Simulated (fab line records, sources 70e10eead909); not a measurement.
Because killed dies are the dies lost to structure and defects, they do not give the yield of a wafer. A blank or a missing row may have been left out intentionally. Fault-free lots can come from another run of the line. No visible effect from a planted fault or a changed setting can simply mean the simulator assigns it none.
fab line records | flow nand_harc
[record] lots = 7 wafers = 21 last_day = 24
route steps=1159 shown P_M2@349 P_BONDPAD@351 END@1159
lots with no fault: from the same line, run without faults
start_h: the number of hours between the record's first day and the start of the first shown wafer of the lot | wait_h: time in hours since the lot's previous step | " repeats the value in the row above | L1.1+2: several wafers, shown together as one row | - no value, or no start was given | * or withheld: withheld | < > ~ a bound
route shown NAME@n: names a module that has steps shown in the file, with the first one's number in the route | usual: the fault-free wafers' mean and standard deviation | same: alike in all rows | chamber/n: place in a boat | sites: each site's reading | _std_site: the values' standard deviation | _edge_site: mean of outer sites minus mean of inner sites | radius_mm: how far each site lies from the wafer's centre | mask NAME#n: copy n | behind: the tool/chamber that last shaped the wafer | hold: what put the lot on hold/how long, in hours/how the hold closed | device: whichever transistor did not switch (one of n, p or np) | end of line: the tests these same wafers got at the end of their route | for a step that has no rows: nothing shown but its recipe | killed: dies lost to structure and defects at the first sort, not the wafer's yield | map: a wafer's dies, x killed, . not, _ none there
set.NAME: the setting that was run; set.NAME@STEP: the one run at that earlier step | model.NAME: the simulator's own value behind a step, which no gauge read
lots seen at some steps along the route; tables by step, rows by wafer
services: from which hour (start_h, from the record's first day; less than 0 if before it) a tool's chamber was out of use, for how many hours, and why
[[steps]]
[step NHARC_P_M2_PRE_CLEAN_32]
[recipe] time_s = 12 temp_c = 370 rf_power_w = 300 gas = NH3
[usual] heater_power_w = 631/76 rf_fwd_power_W = 292.4/0.86
[same] time_s = 12
// columns lot.wafer tool chamber start_h wait_h heater_power_w rf_fwd_power_W
L207.2 pecvd-01 2 145.42 0.1 597 292.5
L207.5 " 0 " " 586 292.2
L207.4 " 2 " " 587 292.7
L209.2 pecvd-04 0 153.24 0.1 703 292.3
L209.3 " 1 " " 559 292.1
L209.5 " 0 " " 696 293.3
L211.1 pecvd-04 0 168.33 0.1 680 292.4
L211.5 " 1 " " 649 292.0
L211.6 " 2 " " 635 290.9
L210.3 pecvd-02 2 169.12 0.1 766 291.8
L210.2 " 0 " " 538 292.2
L210.4 " 0 " " 548 292.5
L216.2 pecvd-02 2 204.39 0.1 680 292.6
L216.3 " 0 " " 504 292.8
L216.4 " 0 " " 493 292.7
L224.1 pecvd-04 0 255.38 0.1 757 292.4
L224.2 " 1 " " 685 291.8
L224.6 " 0 " " 751 292.2
L227.3 pecvd-02 2 265.57 0.1 801 291.3
L227.2 " 1 " " 567 293.8
L227.4 " 0 " " 487 292.9
[step NHARC_P_M2_DEP_33]
[recipe] target_thk_a = 300 temp_c = 370 target_thk_nm = 30 pressure_torr = 3 flow_sccm = 200 rf_w = 450 material = SiCN
[usual] heater_power_w = 577/84 rf_fwd_power_W = 449.1/1.2
// columns lot.wafer tool chamber start_h wait_h heater_power_w rf_fwd_power_W
L207.2 pecvd-01 2 145.56 0.1 609 447.1
L207.5 " 0 " " 571 451.9
L207.4 " 2 " " 584 449.2
L209.2 pecvd-04 0 153.35 0.1 647 448.1
L209.3 " 1 " " 556 449.0
L209.5 " 0 " " 663 448.7
L211.1 pecvd-04 0 168.47 0.1 659 448.5
L211.5 " 1 " " 517 448.8
L211.6 " 2 " " 514 448.9
L210.3 pecvd-02 2 169.20 0.1 701 449.6
L210.2 " 0 " " 460 448.6
L210.4 " 0 " " 452 447.3
L216.2 pecvd-02 2 204.50 0.1 668 447.9
L216.3 " 0 " " 496 448.9
L216.4 " 0 " " 509 450.0
L224.1 pecvd-04 0 255.46 0.1 670 448.7
L224.2 " 1 " " 677 446.7
L224.6 " 0 " " 675 446.9
L227.3 pecvd-02 2 265.65 0.1 624 447.2
L227.2 " 1 " " 513 448.6
L227.4 " 0 " " 474 449.2
[step NHARC_P_BONDPAD_DEP_00]
[recipe] target_thk_a = 2500 temp_c = 370 target_thk_nm = 250 pressure_torr = 3 flow_sccm = 200 rf_w = 450 material = SiCN
[usual] heater_power_w = 592/79 rf_fwd_power_W = 449.3/1.5
// columns lot.wafer tool chamber start_h wait_h heater_power_w rf_fwd_power_W
L207.2 pecvd-04 2 145.92 - 506 448.8
L207.4 " 0 " " 665 449.0
L207.5 " 1 " " 514 448.1
L209.3 pecvd-04 0 - - 647 450.0
L209.2 " 1 " " 598 448.6
L209.5 " 1 " " 603 446.2
L211.1 pecvd-04 0 - - 666 453.4
L211.6 " 1 " " 580 448.6
L211.5 " 2 " " 518 450.8
L210.2 pecvd-02 1 - - 586 450.9
L210.3 " 2 " " 670 450.2
L210.4 " 0 " " 498 449.7
L216.2 pecvd-02 0 - - 419 450.0
L216.3 " 1 " " 596 449.6
L216.4 " 0 " " 427 451.2
L224.2 pecvd-04 0 - - 658 446.0
L224.1 " 1 " " 593 448.6
L224.6 " 1 " " 607 449.0
L227.2 pecvd-01 1 266.06 - 565 449.5
L227.3 " 0 " " 572 449.7
L227.4 " 2 " " 595 448.5
[step NHARC_P_BONDPAD_CMP_32]
[recipe] target_thk_nm = 200 material = SiCN
[usual] motor_current_A = 12.5/0.93
// columns lot.wafer tool chamber start_h wait_h motor_current_A
L207.4 cmp-03 3 146.35 - 13.0
L207.2 " 0 " " 12.5
L207.5 " 2 " " 13.0
L209.3 cmp-04 1 154.11 - 12.1
L209.2 " 3 " " 11.6
L209.5 " 2 " " 10.6
L211.1 cmp-04 3 169.21 - 11.7
L211.6 " 2 " " 10.9
L211.5 " 3 " " 11.9
L210.4 cmp-04 1 170.19 - 12.1
L210.3 " 2 " " 10.6
L210.2 " 3 " " 11.6
L216.3 cmp-02 2 205.28 - 11.6
L216.4 " 3 " " 12.5
L216.2 " 1 " " 14.1
L224.2 cmp-02 2 256.30 - 12.1
L224.1 " 3 " " 12.6
L224.6 " 0 " " 12.4
L227.4 cmp-04 0 266.47 - 12.2
L227.3 " 1 " " 12.1
L227.2 " 2 " " 10.5
[step NHARC_P_BONDPAD_THK_MEAS_33]
[recipe] thk_meas_gauge = ellipsometry
[usual] thk_nm = 200.5/1.4
// columns lot.wafer tool chamber start_h wait_h thk_nm
L207.2 film_metro-02 - 146.58 0.2 200.5
L207.4 " - " " 200.8
L207.5 " - " " 203.4
L209.2 film_metro-02 - 154.36 0.2 200.4
L209.3 " - " " 199.5
L209.5 " - " " 201.2
L211.1 film_metro-02 - 169.43 0.2 200.9
L211.5 " - " " 200.9
L211.6 " - " " 200.2
L210.2 film_metro-02 - 170.42 0.2 200.5
L210.3 " - " " 203.7
L210.4 " - " " 199.9
L216.2 film_metro-01 - 205.53 0.2 198.3
L216.3 " - " " 200.5
L216.4 " - " " 198.4
L224.1 film_metro-01 - 256.50 0.1 201.5
L224.2 " - " " 200.4
L224.6 " - " " 200.5
L227.2 film_metro-02 - 266.72 0.2 198.7
L227.3 " - " " 198.8
L227.4 " - " " 199.2
[step NHARC_P_BONDPAD_SRD_34]
[step NHARC_P_BONDPAD_DEHYDRATE_01]
[recipe] temp_c = 150 time_s = 120
[step NHARC_P_BONDPAD_HMDS_02]
[recipe] time_s = 30
[step NHARC_P_BONDPAD_COAT_36]
[recipe] temp_c = 200 time_s = 65
[step NHARC_P_BONDPAD_COAT_03]
[recipe] spin_rpm = 2000 resist_thk_nm = 600
[step NHARC_P_BONDPAD_SOFTBAKE_04]
[recipe] temp_c = 125 time_s = 70
[step NHARC_P_BONDPAD_EBR_05]
[step NHARC_P_BONDPAD_EXPOSE_06]
[recipe] na = 0.55 dose_mj = 37.06 mask_id = P_BPAD
[usual] exposure_dose_mJ_cm2 = 37.06/0.036
// columns lot.wafer tool chamber start_h wait_h mask exposure_dose_mJ_cm2
L207.2 krf_scanner-01 0 147.00 - P_BPAD#0 37.05
L207.4 " 0 " " P_BPAD#0 37.04
L207.5 " 0 " " P_BPAD#0 37.03
L209.2 krf_scanner-03 0 154.78 - P_BPAD#0 37.09
L209.3 " 0 " " P_BPAD#0 37.05
L209.5 " 0 " " P_BPAD#0 37.01
L211.1 krf_scanner-01 0 169.72 - P_BPAD#0 37.87
L211.5 " 0 " " P_BPAD#0 37.95
L211.6 " 0 " " P_BPAD#0 37.90
L210.2 krf_scanner-01 0 170.84 - P_BPAD#0 37.73
L210.3 " 0 " " P_BPAD#0 37.76
L210.4 " 0 " " P_BPAD#0 37.79
L216.2 krf_scanner-01 0 205.95 - P_BPAD#0 37.62
L216.3 " 0 " " P_BPAD#0 37.63
L216.4 " 0 " " P_BPAD#0 37.60
L224.1 krf_scanner-03 0 256.79 - P_BPAD#0 37.00
L224.2 " 0 " " P_BPAD#0 37.07
L224.6 " 0 " " P_BPAD#0 37.02
L227.2 krf_scanner-03 0 267.04 - P_BPAD#0 37.10
L227.3 " 0 " " P_BPAD#0 37.08
L227.4 " 0 " " P_BPAD#0 37.10
[step NHARC_P_BONDPAD_PEB_07]
[recipe] peb_temp_c = 128 peb_time_s = 80
[step NHARC_END_SORT_01]
[recipe] temp_c = 25
[usual] defect_limited_yield = 95.3/1.3 killed_at_array = 28/8.6 killed_at_other = 0.7/1.2 killed_at_periphery = 3.1/2.3 killed_dies = 32/8.7 killed_open = 3.2/1.7 killed_short = 2.0/1.5 sort_bin_2_pct = 1.5/0.58 sort_bin_3_pct = 0.28/0.22 sort_bin_4_pct = 3.0/0.86 sort_n_pass = 645/8.7 sort_rim_yield_pct = 97.8/1.4 sort_yield_pct = 95.3/1.3
[same] gross_dies = 677 sort_bin_5_pct[%] = 0 sort_bin_6_pct[%] = 0 sort_bin_7_pct[%] = 0 sort_bin_8_pct[%] = 0 sort_rim_n_gross = 106.00
// columns lot.wafer tool chamber start_h wait_h defect_limited_yield[%] killed_at_array killed_at_other killed_at_periphery killed_dies killed_open killed_short sort_bin_2_pct[%] sort_bin_3_pct[%] sort_bin_4_pct[%] sort_n_pass sort_rim_yield_pct[%] sort_yield_pct[%]
L210.2 prober-02 0 493.73 2.8 96.2 24 0 2 26 3 0 1.2 0.15 2.5 651 99.1 96.2
L210.3 prober-02 0 494.53 3.1 95.4 27 0 4 31 1 4 1.0 0.44 3.1 646 97.2 95.4
L210.4 prober-02 0 495.33 3.4 96.0 26 0 1 27 2 0 0.4 0.15 3.4 650 97.2 96.0
L216.2 prober-02 0 530.84 2.8 93.6 41 0 2 43 3 3 2.1 0.74 3.5 634 99.1 93.6
L216.3 prober-02 0 531.64 3.1 94.4 32 0 6 38 3 3 2.1 0 3.5 639 97.2 94.4
L216.4 prober-02 0 532.44 3.4 94.1 37 1 2 40 7 4 2.1 0.30 3.5 637 97.2 94.1
L224.1 prober-01 0 570.58 2.5 95.9 25 0 3 28 2 1 1.3 0.44 2.4 649 98.1 95.9
L224.2 prober-01 0 571.39 2.8 95.3 31 0 1 32 4 1 1.3 0.30 3.1 645 98.1 95.3
L224.6 prober-01 0 574.60 4.0 95.0 33 0 1 34 4 1 1.3 0 3.7 643 98.1 95.0
// killed by level:class
L210.2 A_SLIT:chamber_film_flake=9 A_CHANNEL_HOLE_D1:chamber_film_flake=6 A_STAIRCASE:chamber_film_flake=4 A_M0:geometric_particle:open=2 P_M0:geometric_particle:open=1 P_STI:chamber_film_flake=1 A_ZERO_WELL:chamber_film_flake=1 A_WL_FILL:chamber_film_flake=1
L210.3 A_SLIT:chamber_film_flake=12 A_CHANNEL_HOLE_D1:chamber_film_flake=5 A_STAIRCASE:chamber_film_flake=3 A_CONTACT:chamber_film_flake=2 P_STI:geometric_particle:open=1 P_M0:geometric_particle:short=1 A_SOURCE_PLATE:geometric_particle:short=1 A_ONON_D1:geometric_particle:short=1
L210.4 A_SLIT:chamber_film_flake=10 A_CHANNEL_HOLE_D1:chamber_film_flake=5 A_STAIRCASE:chamber_film_flake=4 A_CHANNEL_FILL_D1:chamber_film_flake=3 A_CONTACT:chamber_film_flake=2 P_M2:geometric_particle:open=1 A_CONTACT:geometric_particle:open=1 A_M1:chamber_film_flake=1
L216.2 A_SLIT:chamber_film_flake=18 A_CONTACT:chamber_film_flake=11 A_CHANNEL_HOLE_D1:chamber_film_flake=3 A_STAIRCASE:chamber_film_flake=3 P_M1:geometric_particle:short=1 A_ONON_D1:geometric_particle:open=1 A_CHANNEL_HOLE_D1:geometric_particle:open=1 A_CHANNEL_FILL_D1:geometric_particle:short=1
L216.3 A_SLIT:chamber_film_flake=16 A_CONTACT:chamber_film_flake=6 P_BONDPAD:chamber_film_flake=3 A_CHANNEL_HOLE_D1:chamber_film_flake=3 P_M1:geometric_particle:open=1 P_M1:geometric_particle:short=1 A_CHANNEL_FILL_D1:geometric_particle:short=1 A_CONTACT:geometric_particle:short=1
L216.4 A_SLIT:chamber_film_flake=16 A_CHANNEL_HOLE_D1:chamber_film_flake=6 A_CONTACT:chamber_film_flake=5 A_WL_FILL:geometric_particle:open=3 A_WL_FILL:chamber_film_flake=2 P_CONTACT:geometric_particle:open=1 P_M0:geometric_particle:open=1 A_ONON_D1:geometric_particle:short=1
L224.1 A_CHANNEL_HOLE_D1:chamber_film_flake=20 A_STAIRCASE:chamber_film_flake=2 P_CONTACT:geometric_particle:open=1 P_M1:geometric_particle:short=1 A_SGD_CUT:geometric_particle:open=1 P_M2:chamber_film_flake=1 A_ZERO_WELL:chamber_film_flake=1 A_SGD_CUT:chamber_film_flake=1
L224.2 A_CHANNEL_HOLE_D1:chamber_film_flake=24 A_STAIRCASE:chamber_film_flake=2 P_GATE:geometric_particle:open=1 A_SOURCE_PLATE:geometric_particle:open=1 A_CHANNEL_FILL_D1:geometric_particle:short=1 A_SGD_CUT:geometric_particle:open=1 A_CONTACT:geometric_particle:open=1 A_CONTACT:chamber_film_flake=1
L224.6 A_CHANNEL_HOLE_D1:chamber_film_flake=27 A_WL_FILL:geometric_particle:open=2 A_STAIRCASE:chamber_film_flake=2 P_M1:geometric_particle:open=1 A_CHANNEL_HOLE_D1:geometric_particle:open=1 A_WL_FILL:geometric_particle:short=1
[[services]]
// columns tool chamber start_h hours kind
krf_scanner-01 - 125.45 15.7 repair
cmp-02 - 128.63 4.0 pm
pecvd-01 0 152.74 3.6 repair
pecvd-02 - 153.07 13.0 pm
pecvd-02 0 153.07 13.0 vent_cycle
cmp-03 - 156.13 4.0 pm
krf_scanner-03 - 168.00 4.0 pm
cmp-02 - 179.76 3.2 repair
cmp-03 - 186.21 4.1 repair
pecvd-04 - 195.18 13.0 pm
pecvd-04 0 195.18 13.0 vent_cycle
pecvd-04 1 195.18 13.0 vent_cycle
pecvd-04 2 195.18 13.0 vent_cycle
cmp-04 - 203.00 4.0 pm
pecvd-04 0 208.18 - clean
pecvd-04 1 208.18 - clean
pecvd-04 2 208.18 - clean
cmp-02 - 226.76 4.0 pm
cmp-03 - 232.78 0.8 repair
pecvd-01 - 237.61 13.0 pm
cmp-04 - 250.04 0.5 repair
cmp-03 - 254.13 4.0 pm
krf_scanner-01 - 256.00 4.0 pm
cmp-04 - 261.38 4.8 repair
[[key]]
[first_sign] step = NHARC_P_BONDPAD_EXPOSE_06 reading = exposure_dose_mJ_cm2 direction = up sigmas = 19 usual = 37.06 struck = 37.76
effect none on later readings
met_at NHARC_P_BONDPAD_EXPOSE_06
struck_wafers L210.2,L210.3,L210.4,L211.1,L211.5,L211.6,L216.2,L216.3,L216.4
[loop_trim] step = NHARC_P_BONDPAD_EXPOSE_06 setting = dose lots = L210,L216
onset_between 147.00 169.72
[fault] kind = process_parameter_drift tool = krf_scanner-01 chamber = - onset_h = 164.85 steps = NHARC_P_BONDPAD_EXPOSE_06 channel = dose_mj offset = 0.8279 shape = step acts_in = these_recipes_only stated = 37.06
// loop_trim: a control loop set the setting to another value than it would have without faults
